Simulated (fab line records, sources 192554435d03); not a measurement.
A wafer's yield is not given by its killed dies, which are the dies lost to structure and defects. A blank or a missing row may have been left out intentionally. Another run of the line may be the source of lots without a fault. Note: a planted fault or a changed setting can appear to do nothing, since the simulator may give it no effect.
A single fault, viewed from 3 desks / flow n5Finfet / only its own numbers are on each desk; what lay behind them is given at the end

## THE DEFECT DESK
For each lot, the counts of the inspections along the route, averaged over the sampled wafers that have a number. A lot is out of limits, marked OUT, if its mean lies more than 4 standard deviations from the usual mean; the brackets give that distance.
Columns: A = rawDefectCount at N5_SDB_INSPECT_13, usual 69
lot=L178; first seen here=day 6 01:42; A=79
lot=L179; first seen here=day 6 03:45; A=83
lot=L182; first seen here=day 6 19:49; A=60
lot=L186; first seen here=day 7 20:26; A=46
lot=L190; first seen here=day 8 21:25; A=66
lot=L193; first seen here=day 9 14:21; A=29
Result from this desk: across the 6 lots, nothing is out of limits.

## METROLOGY DESK
What the gauges read, lot by lot, whatever tool the lot ran on: means of the sampled wafers that have a number. A lot is out of limits, marked OUT, if its mean lies more than 4 standard deviations from the usual mean; the brackets give that distance. Of its 12 readings 7 are shown: those that lie furthest out on some lot.
Columns: A = cdNm at N5_SDB_CD_MEAS_11, usual 50.1 nm; B = SDB_OVL at N5_SDB_OVL_MEAS_12, usual -0.5 nm; C = DIBL_P at N5_BEOL_M4_RC_MEAS_101, usual 35.3 mV/V; D = ION_N at N5_BEOL_M4_RC_MEAS_101, usual 667 uA/um; E = ION_P at N5_BEOL_M4_RC_MEAS_101, usual 456 uA/um; F = VT_N at N5_BEOL_M4_RC_MEAS_101, usual 251 mV; G = VT_P at N5_BEOL_M4_RC_MEAS_101, usual -252 mV
lot=L178; first seen here=day 6 01:39; A=49.8; B=-1.5; C=33.6; D=659; E=458; F=255; G=-249
lot=L179; first seen here=day 6 03:41; A=49.9; B=-0.4; C=35.9; D=676; E=467; F=248; G=-248
lot=L182; first seen here=day 6 19:46; A=52.1; B=-0.6; C=33.4; D=656; E=453; F=254; G=-254
lot=L186; first seen here=day 7 20:23; A=48.6; B=-1.0; C=34.4; D=650; E=449; F=251; G=-251
lot=L190; first seen here=day 8 21:22; A=50.5; B=-1.2; C=33.5; D=658; E=446; F=251; G=-255
lot=L193; first seen here=day 9 14:18; A=50.1; B=-0.9; C=37.8; D=675; E=450; F=247; G=-254
Result from this desk: across the 6 lots, nothing is out of limits.

## FOR THE TOOL OWNER'S DESK: rieDiel-04
The tool's own readings at N5_SDB_ETCH_25 (etches SiO2 in C4F6/O2, target depth 10 nm, time 3.3 s): means of the sampled wafers that have a number, for each lot that ran on this tool. A lot is out of limits, marked OUT, if its mean lies more than 4 standard deviations from the usual mean; the brackets give that distance.
Columns: A = O2_flow_sccm at N5_SDB_ETCH_25, usual 10.000 sccm; B = drypumpMotorCurrentA at N5_SDB_ETCH_25, usual 5.9 A; C = oesProductAu at N5_SDB_ETCH_25, usual 0.77 a.u.; D = rfVppV at N5_SDB_ETCH_25, usual 670 V; E = showerheadPlenumPTorr at N5_SDB_ETCH_25, usual 2.80 Torr; F = throttleValvePct at N5_SDB_ETCH_25, usual 21.17 %
lot=L179; first seen here=day 6 04:19; A=9.974; B=5.9; C=0.71; D=678; E=2.84; F=21.25
lot=L182; first seen here=day 6 20:42; A=9.991; B=5.6; C=0.87; D=687; E=2.78; F=21.26
lot=L186; first seen here=day 7 21:01; A=10.023; B=5.3; C=0.88; D=688; E=2.71; F=21.31
Result from this desk: across the 3 lots, nothing is out of limits.

## BROUGHT TOGETHER
No out-of-limits result turned up at the defect desk.
Metrology desk: nothing out of limits seen.
The tool owner's desk saw nothing out of limits.

## WHAT WAS PUT IN BY THE SIMULATOR
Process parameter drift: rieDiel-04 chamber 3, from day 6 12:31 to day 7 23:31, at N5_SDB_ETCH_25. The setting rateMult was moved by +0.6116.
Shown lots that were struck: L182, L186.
